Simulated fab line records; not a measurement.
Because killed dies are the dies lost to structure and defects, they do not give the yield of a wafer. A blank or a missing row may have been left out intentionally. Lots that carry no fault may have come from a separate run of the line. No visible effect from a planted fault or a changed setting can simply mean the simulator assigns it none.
Comparing a struck lot with a sound one ; flow n5_finfet ; 25 out of 1938 route steps
Sound: wafers L468.3, L468.4, L468.6. The struck wafers were L476.1, L476.3. The cause comes at the end.
Order at every step that has rows: each side's tool, ch and its chambers, its first start. Under that, the readings that differ: sound wafers ; struck wafers ; difference of the means ; sigmas: that difference in standard deviations of wafers without a fault.
alike: readings whose means differ by less than 2 such deviations, and words and numbers that are the same on both sides. not compared: withheld readings, readings that some wafer has no value for, bounds like >300 that may hide the same value, and numbers for which the record gives no deviation and whose values overlap.
Wherever a step has rows on one side only, a row that says differs or no value, or a row with sigmas, the two part there. Numbers that don't overlap but have no deviation are shown without sigmas and don't part them. Lack of a reading on every wafer of one side parts them only where that side has two or more wafers.

first, 1 step without rows for these wafers: N5_BEOL_M14_HARDBAKE_32 (time 120 s).
N5_BEOL_M14_CD_MEAS_28: the cd target is 284.4 nm.
  sound on cd_sem-03 ch 0, day 13 09:17; struck on cd_sem-01 ch 0, day 15 08:23
  alike: cd_nm
N5_BEOL_M14_OVL_MEAS_29:
  sound on overlay-01 ch 0, day 13 09:19; struck on overlay-02 ch 0, day 15 08:27
  alike: M14_OVL
N5_BEOL_M14_INSPECT_30: inspects for defects (macro).
  sound: defect_inspect-01 at day 13 09:21; struck: defect_inspect-01 at day 15 08:29
  alike: raw_defect_count
then, 2 steps without rows for these wafers: N5_BEOL_M14_DESCUM_33 (chemistry O2, time 7.9 s); N5_BEOL_M14_ETCH_67 (etches SiARC in CF4, target depth 143 nm, time 238.3 s).
N5_BEOL_M14_ETCH_68: etches SOC in N2/H2, time 450 s.
  sound on rie_diel-06 ch 0,3, day 13 09:42; struck on rie_diel-01 ch 0,3, day 15 08:49
  alike: drypump_motor_current_A, oes_product_au, rf_fwd_power_W, rf_vpp_V, showerhead_plenum_p_Torr, throttle_valve_pct
  not compared: rf_hours_counter_h
then, 1 step without rows for these wafers: N5_BEOL_M14_STRIP_69 (strips in N2/H2).
N5_BEOL_M14_TRENCH_ETCH_34: etches SiO2 in C4F8/O2/Ar, target depth 556.65 nm, time 126.9 s.
  sound on rie_diel-06 ch 0,3, day 13 09:59; struck on rie_diel-01 ch 0,3, day 15 09:05
  alike: drypump_motor_current_A, mfc_ar_sccm, oes_ar_750_au, oes_product_au, rf_fwd_power_W, rf_vpp_V, showerhead_plenum_p_Torr, throttle_valve_pct
  not compared: rf_hours_counter_h
then, 1 step without rows for these wafers: N5_BEOL_M14_STRIP_70 (strips in C4F8/O2/Ar).
N5_BEOL_M14_OCD_MEAS_35:
  sound: ocd-01 at day 13 10:08; struck: ocd-01 at day 15 09:15
  alike: trench_depth_nm
then, 1 step without rows for these wafers: N5_BEOL_M14_STRIP_37 (strips in O2).
N5_BEOL_M14_ETCH_38: etches SiCN in CF4/N2, target depth 106.5 nm, time 120.6 s.
  sound on rie_diel-06 ch 1,2, day 13 14:10; struck on rie_diel-06 ch 0,3, day 15 13:12
reading;sound;struck;difference;sigmas
oes_product_au (a.u.);0.79 0.94 0.94;0.52 0.52;-0.37;-5
model.etch.depth_nm (nm);101.1 101.9 102.8;47.65 45.69;-55.26;
model.SiO2_of_BEOL_M14_ILD_DEP_00.thk_nm (nm);1020 1058 1053;1072 1074;+29;
  alike: drypump_motor_current_A, mfc_ar_sccm, rf_fwd_power_W, rf_vpp_V, showerhead_plenum_p_Torr, throttle_valve_pct
  not compared: rf_hours_counter_h
then, 3 steps without rows for these wafers: N5_BEOL_M14_PRECLEAN_39 (cleans in residue remover, time 60 s); N5_BEOL_M14_SRD_40 (time 30 s, dry time 30 s); N5_BEOL_M14_DEGAS_41 (time 60 s).
N5_BEOL_M14_PRE_CLEAN_42: time 30 s.
  sound: pvd_sputter-03 at day 13 14:40; struck: pvd_sputter-01 at day 15 13:43
  alike: heater_power_w
N5_BEOL_M14_SPUTTER_43: material TaN, target thk 15 nm, time 24.19 s.
  sound: pvd_sputter-03 at day 13 14:42; struck: pvd_sputter-01 at day 15 13:45
  alike: throttle_valve_pct
then, 3 steps without rows for these wafers: N5_BEOL_M14_SPUTTER_44 (material Ta, target thk 15 nm, time 24.19 s); N5_BEOL_M14_SPUTTER_45 (material Cu, target thk 100 nm, time 16.67 s); N5_BEOL_M14_ECD_47 (material Cu, target thk 1248 nm).
N5_BEOL_M14_ANNEAL_48: time 90 s.
  sound on rtp_anneal-02 ch 0, day 13 15:16; struck on rtp_anneal-01 ch 0, day 15 14:14
  alike: anneal_temp_c_max, wafer_temp_C_max
N5_BEOL_M14_CMP_49: polishes, stops on SiO2, t overpolish 5.2 s, target thk 560 nm.
  sound on cmp-02 ch 1,2, day 13 15:28; struck on cmp-03 ch 0,1, day 15 14:32
reading;sound;struck;difference;sigmas
barrier_field_endpoint_s (s);12.6 12.1 12.4;11.9 11.1;-0.9;-2
time_to_endpoint_s (s);138 137 140;125 120;-16;-2
model.SiO2_of_BEOL_M14_ILD_DEP_00.thk_nm (nm);1005 1043 1038;1057 1059;+29;
  alike: motor_current_A, overpolish_run_s
N5_BEOL_M14_THK_MEAS_50: measures by xrf.
  sound: film_metro-01 at day 13 15:46; struck: film_metro-02 at day 15 14:50
  alike: M14_THK
then, 1 step without rows for these wafers: N5_PASSIVATION_PROBE_49.

WHERE THEY PART
Earliest at N5_BEOL_M14_ETCH_38; latest, in this record, at N5_BEOL_M14_CMP_49. Later steps at which nothing parts them and some readings are alike: N5_BEOL_M14_THK_MEAS_50.

WHY: what the simulator had put in
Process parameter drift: rie_diel-06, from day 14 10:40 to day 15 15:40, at N5_BEOL_M14_ETCH_38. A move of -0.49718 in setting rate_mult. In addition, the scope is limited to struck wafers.
